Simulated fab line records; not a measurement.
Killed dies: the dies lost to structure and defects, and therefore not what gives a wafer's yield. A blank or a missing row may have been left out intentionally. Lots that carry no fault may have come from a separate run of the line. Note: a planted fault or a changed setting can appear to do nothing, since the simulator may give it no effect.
Struck lot and sound lot, side by side + flow nandHarc + 15 steps out of a route of 1159
Sound: these wafers, L985.2, L985.5, L985.6. The struck wafers were L998.2, L998.5, L998.6. Last of all comes the cause.
Order at every step that has rows: each side's tool, ch and its chambers, its first start. Under that, the readings that differ: sound wafers + struck wafers + difference of the means + sigmas: that difference in standard deviations of wafers without a fault.
alike: same words and numbers on both sides, and readings whose means sit less than 2 such deviations apart. not compared: any withheld reading, any reading some wafer has no value for, any bound like >300 that may hide the same value, and any number with overlapping values for which the record gives no deviation.
Wherever a step has rows on one side only, a row that says differs or no value, or a row with sigmas, the two part there. Numbers that have no deviation but don't overlap get no sigmas and don't part them. A reading missing from all wafers of one side parts the sides only when that side holds two or more wafers.

first, 8 steps without rows for these wafers: NHARC_P_BONDPAD_HMDS_02 (time 30 s); NHARC_P_BONDPAD_COAT_36 (time 65 s); NHARC_P_BONDPAD_COAT_03 (resist thk 600 nm); NHARC_P_BONDPAD_SOFTBAKE_04 (time 70 s); NHARC_P_BONDPAD_EBR_05; NHARC_P_BONDPAD_EXPOSE_06 (exposes mask P BPAD); NHARC_P_BONDPAD_PEB_07 (peb time 80 s); NHARC_P_BONDPAD_DEVELOP_08 (time 50 s).
NHARC_P_BONDPAD_CD_MEAS_09: the cd target is 500 nm.
  sound on cdSem-01 ch 0, day 7 02:32; struck on cdSem-02 ch 0, day 10 14:17
  alike: cdNm
NHARC_P_BONDPAD_OVL_MEAS_38:
  sound: overlay-01 at day 7 02:38; struck: overlay-02 at day 10 14:22
  alike: overlayXNm, overlayYNm
then, 1 step without rows for these wafers: NHARC_P_BONDPAD_HARDBAKE_10 (time 65 s).
NHARC_P_BONDPAD_DESCUM_11: chemistry O2, time 3 s.
  sound on rieDiel-08 ch 2,3, day 7 02:46; struck on rieDiel-08 ch 1,2,3, day 10 14:31
  alike: drypumpMotorCurrentA, oesProductAu, rfVppV, showerheadPlenumPTorr, throttleValvePct
  not compared: rfHoursCounterH
NHARC_P_BONDPAD_ETCH_37: etches the open film in N2/H2, target depth 60 nm, overetch 18 nm, time 65.91 s.
  sound on rieDiel-08 ch 0,1, day 7 02:51; struck on rieDiel-08 ch 0,1,3, day 10 14:36
| reading             | sound             | struck            | difference | sigmas |
|---------------------|-------------------|-------------------|------------|--------|
| oesProductAu (a.u.) | 0.986 1.000 1.008 | 0.835 0.838 0.839 | -0.161     | -17    |
  alike: drypumpMotorCurrentA, rfVppV, showerheadPlenumPTorr, throttleValvePct
  not compared: rfHoursCounterH
NHARC_P_BONDPAD_ETCH_12: etches the open film in CHF3/O2, target depth 200 nm, time 100 s.
  sound on rieDiel-08 ch 0,1,3; struck on rieDiel-08 ch 0,3
  alike: drypumpMotorCurrentA, oesProductAu, rfVppV, showerheadPlenumPTorr, throttleValvePct
  not compared: rfHoursCounterH
-- record jumps: 13 days between struck wafers' starts before vs after; left off in module P_BONDPAD, resumes in module END, first step shown is number 1159 of the route --
NHARC_END_SORT_01:
  sound on prober-02 ch 0, day 20 07:08; struck on prober-01 ch 0, day 23 15:34
  alike: defectLimitedYield, killedAtArray, killedAtOther, killedAtPeriphery, killedDies, killedOpen, killedShort, sort_bin_2_pct, sort_bin_3_pct, sort_bin_4_pct, sortNPass, sortRimYieldPct, sortYieldPct

WHERE THEY PART
Only at NHARC_P_BONDPAD_ETCH_37, as far as this record shows. Later steps at which nothing parts them and some readings are alike: NHARC_P_BONDPAD_ETCH_12, NHARC_END_SORT_01.

WHY: the cause the simulator had injected
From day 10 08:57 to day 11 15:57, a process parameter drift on rieDiel-08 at NHARC_P_BONDPAD_ETCH_37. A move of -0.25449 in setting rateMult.
